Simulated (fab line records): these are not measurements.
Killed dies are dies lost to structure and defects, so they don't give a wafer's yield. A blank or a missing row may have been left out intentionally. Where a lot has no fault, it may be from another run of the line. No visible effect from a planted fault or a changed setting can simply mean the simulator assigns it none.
Struck lot and sound lot, side by side | flow n5_finfet | 36 out of 1938 route steps
Sound: wafers L471.1, L471.4, L471.6. Wafers struck: L463.1, L463.6. Last of all comes the cause.
Order at every step that has rows: each side's tool, ch and its chambers, its first start. Under that, the readings that differ: sound wafers | struck wafers | difference of the means | sigmas: that difference in standard deviations of wafers without a fault.
alike: readings whose means differ by less than 2 such deviations, and words and numbers that are the same on both sides. not compared: withheld readings, readings that some wafer has no value for, bounds like >300 that may hide the same value, and numbers for which the record gives no deviation and whose values overlap.
The two part at a step that has a row with sigmas, a row that says differs or no value, or rows on one side only. Numbers that have no deviation but don't overlap get no sigmas and don't part them. A reading missing from all wafers of one side parts the sides only when that side holds two or more wafers.

first, 8 steps without rows for these wafers: N5_BEOL_M10_SPUTTER_48 (material Cu, target thk 12 nm, time 2 s); N5_BEOL_M10_ECD_50 (material Cu, target thk 318 nm); N5_BEOL_M10_ANNEAL_51 (time 90 s); N5_BEOL_M10_CMP_52 (polishes, stops on SiCOH lowk, t overpolish 7 s, target thk 140 nm); N5_BEOL_M10_PRE_CLEAN_55 (time 15 s); N5_BEOL_M10_DEP_56 (deposits SiCN from 3MS/NH3, target thk 15 nm, time 26.5 s); N5_BEOL_M11_ILD_DEP_00 (deposits SiCOH lowk from DEMS/porogen, target thk 308.51 nm, time 58 s); N5_BEOL_M11_CURE_71 (cures SiCOH lowk, time 240 s).
N5_BEOL_M11_PECVD_70: deposits SiO2 from TEOS/O2, target thk 20 nm, time 22.7 s.
  sound on pecvd-01 ch 0,1,2, day 20 06:03; struck on pecvd-03 ch 0,2, day 16 22:26
  reading                                     | sound          | struck | difference | sigmas
  model.SiO2_of_BEOL_M11_PECVD_70.thk_nm (nm) | 19.8 20.2 19.8 | 34 35  | +15        |
  alike: heater_power_w, rf_fwd_power_W, showerhead_plenum_p_Torr, throttle_valve_pct
then, 24 steps without rows for these wafers: N5_BEOL_M11_HM_DEP_02 (deposits TiN, target thk 20 nm); N5_BEOL_M11_COAT_59 (time 60 s, resist thk 100 nm); N5_BEOL_M11_COAT_60 (time 60 s, resist thk 30 nm); N5_BEOL_M11_COAT_05 (resist thk 90 nm); N5_BEOL_M11_EBR_07; N5_BEOL_M11_SOFTBAKE_06 (time 60 s); N5_BEOL_M11_EXPOSE_08 (exposes mask M11); N5_BEOL_M11_PEB_09 (peb time 60 s); N5_BEOL_M11_DEVELOP_10 (develop time 30 s); N5_BEOL_M11_DESCUM_16 (chemistry O2, time 7.9 s); N5_BEOL_M11_ETCH_61 (etches SiARC in CF4, target depth 39 nm, time 65 s); N5_BEOL_M11_ETCH_62 (etches SOC in N2/H2, target depth 110 nm, overetch 22 nm, time 165 s); N5_BEOL_M11_STRIP_68 (strips in N2/H2); N5_BEOL_M11_STRIP_67 (strips in CF4); N5_BEOL_M11_HM_OPEN_17 (chemistry Cl2/BCl3, target TiN, target depth 20 nm, overetch 6 nm); N5_BEOL_M11_STRIP_19 (strips in O2); N5_BEOL_M11_COAT_63 (time 60 s, resist thk 100 nm); N5_BEOL_M11_COAT_64 (time 60 s, resist thk 30 nm); N5_BEOL_M11_COAT_22 (resist thk 90 nm); N5_BEOL_M11_EBR_24; N5_BEOL_M11_SOFTBAKE_23 (time 60 s); N5_BEOL_M11_EXPOSE_25 (exposes mask V10); N5_BEOL_M11_PEB_26 (peb time 60 s); N5_BEOL_M11_DEVELOP_27 (develop time 30 s).
N5_BEOL_M11_HM_STRIP_39: strips TiN in peroxide tin strip, target depth 25 nm, time 158 s.
  sound on wet_bench-03 ch 1,6,7, day 20 10:34; struck on wet_bench-01 ch 0,1, day 17 03:44
  reading                                     | sound        | struck    | difference | sigmas
  model.SiO2_of_BEOL_M11_PECVD_70.thk_nm (nm) | 19.6 20 19.8 | 33.8 34.8 | +14.5      |
N5_BEOL_M11_CMP_52: polishes, stops on SiCOH lowk, t overpolish 7 s, target thk 140 nm.
  sound on cmp-03 ch 0,2,3, day 20 14:09; struck on cmp-03 ch 0,1, day 17 07:13
  reading                      | sound             | struck      | difference | sigmas
  barrier_field_endpoint_s (s) | 29.1 30.2 30.1    | 47.1 47.1   | +17.3      | +16
  overpolish_run_s (s)         | 7.003 7.009 7.007 | 0.031 0.044 | -6.969     | -99 or more
  alike: motor_current_A, platen_rpm
next, for these wafers, 1 step has no rows: N5_PASSIVATION_PROBE_49.

WHERE THEY PART
Within this record, at N5_BEOL_M11_CMP_52 only.

WHY: the cause the simulator had injected
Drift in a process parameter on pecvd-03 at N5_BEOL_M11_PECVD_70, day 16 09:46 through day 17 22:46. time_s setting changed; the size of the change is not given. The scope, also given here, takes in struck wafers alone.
